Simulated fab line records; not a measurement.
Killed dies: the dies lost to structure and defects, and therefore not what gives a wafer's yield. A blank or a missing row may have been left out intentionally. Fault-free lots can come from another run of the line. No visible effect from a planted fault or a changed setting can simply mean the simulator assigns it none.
One fault through the eyes of 3 desks -- flow n5 finfet -- numbers are kept per desk, each desk with only its own; the story behind them comes last

AT THE METROLOGY DESK
What the gauges read for every lot (on any tool): the sampled wafers with a number, averaged. Marked OUT: a lot whose mean sits more than 4 standard deviations from the usual mean, which makes it out of limits; the brackets give that distance. Only the readings that lie furthest out on some lot appear, 7 of the 10 it has.
Columns: A = DIBL_N at N5_BEOL_M4_RC_MEAS_101, usual 37.5 mV/V; B = IOFF_N at N5_BEOL_M4_RC_MEAS_101, usual 0.19 nA/um; C = ION_N at N5_BEOL_M4_RC_MEAS_101, usual 679 uA/um; D = ION_P at N5_BEOL_M4_RC_MEAS_101, usual 465 uA/um; E = SS_N at N5_BEOL_M4_RC_MEAS_101, usual 72.0 mV/dec; F = VT_N at N5_BEOL_M4_RC_MEAS_101, usual 248 mV; G = VT_P at N5_BEOL_M4_RC_MEAS_101, usual -249 mV
lot,first seen here,A,B,C,D,E,F,G
L580,day 7 19:21,37.2,0.18,672,461,71.9,251,-248
L589,day 10 09:25,39.3,0.20,684,468,72.2,248,-245
L588,day 10 21:11,36.7,0.14,660,457,71.4,253,-251
L594,day 11 19:13,36.9,0.15,666,464,71.8,252,-249
L597,day 12 19:31,37.8,0.18,673,458,72.1,250,-252
L598,day 12 20:11,36.8,0.17,677,465,71.3,248,-248
L602,day 14 00:07,36.6,0.17,676,463,72.0,251,-251
Result from this desk: across the 7 lots, nothing is out of limits.

TOOL OWNER'S DESK, ald sin-04
The tool's own readings at N5_FIN_SAQP_ALD_61 (deposits SiO2, target thk 4 nm, pulse time 1 s, purge time 2 s): means of the sampled wafers that have a number, for each lot that ran on this tool. Marked OUT: a lot whose mean sits more than 4 standard deviations from the usual mean, which makes it out of limits; the brackets give that distance.
Columns: A = heater power outer w at N5_FIN_SAQP_ALD_61, usual 269 W; B = heater power w at N5_FIN_SAQP_ALD_61, usual 475 W; C = precursor pulse height rel at N5_FIN_SAQP_ALD_61, usual 0.999
lot,first seen here,A,B,C
L580,day 1 20:27,263,475,1.002
L588,day 3 22:53,290,513,1.015
L589,day 4 02:58,275,490,0.989
L594,day 5 09:18,261,487,1.001
Result from this desk: across the 4 lots, nothing is out of limits.

THE DEFECT DESK
What the inspections along the route counted, lot by lot: means of the sampled wafers that have a number. Marked OUT: a lot whose mean sits more than 4 standard deviations from the usual mean, which makes it out of limits; the brackets give that distance.
Columns: A = raw defect count at N5_FIN_SAQP_INSPECT_18, usual 434; B = raw defect count at N5_FIN_SAQP_INSPECT_40, usual 213; C = raw defect count at N5_FIN_CUT_INSPECT_10, usual 39; D = raw defect count at N5_FIN_CUT_INSPECT_17, usual 215
lot,first seen here,A,B,C,D
L580,day 1 21:43,338,183,28,182
L588,day 4 00:13,381,200,40,206
L589,day 4 04:07,773,592 (+6.3) OUT,472 (+43) OUT,581 (+6.2) OUT
L594,day 5 10:35,887,673 (+7.7) OUT,521 (+48) OUT,672 (+7.7) OUT
L597,day 6 04:41,379,188,32,160
L598,day 6 11:01,464,289,46,282
L602,day 7 11:07,467,283,42,288
This desk's verdict: out of limits on L589, L594, starting with L589 at day 4 08:27 (raw defect count at N5_FIN_SAQP_INSPECT_40). L580, L588, L597, L598, L602 stayed within limits.

BROUGHT TOGETHER
The defect desk could have raised an alarm at day 4 08:27, on L589, L594.
At the metrology desk, nothing out of limits was observed.
The tool owner's desk saw nothing out of limits.
The metrology desk holds a record of L589, L594, inside its limits.
Tool owner's desk: L589, L594 on record, inside its limits.
Of the lots named, all ran N5_FIN_SAQP_ALD_61 on ald sin-04.

WHAT THE SIMULATOR PUT IN
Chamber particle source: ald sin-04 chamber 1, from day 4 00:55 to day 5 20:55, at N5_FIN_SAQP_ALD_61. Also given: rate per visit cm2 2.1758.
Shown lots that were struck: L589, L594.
Hours from the fault's start to each desk's first reading out of limits: the defect desk, 8.
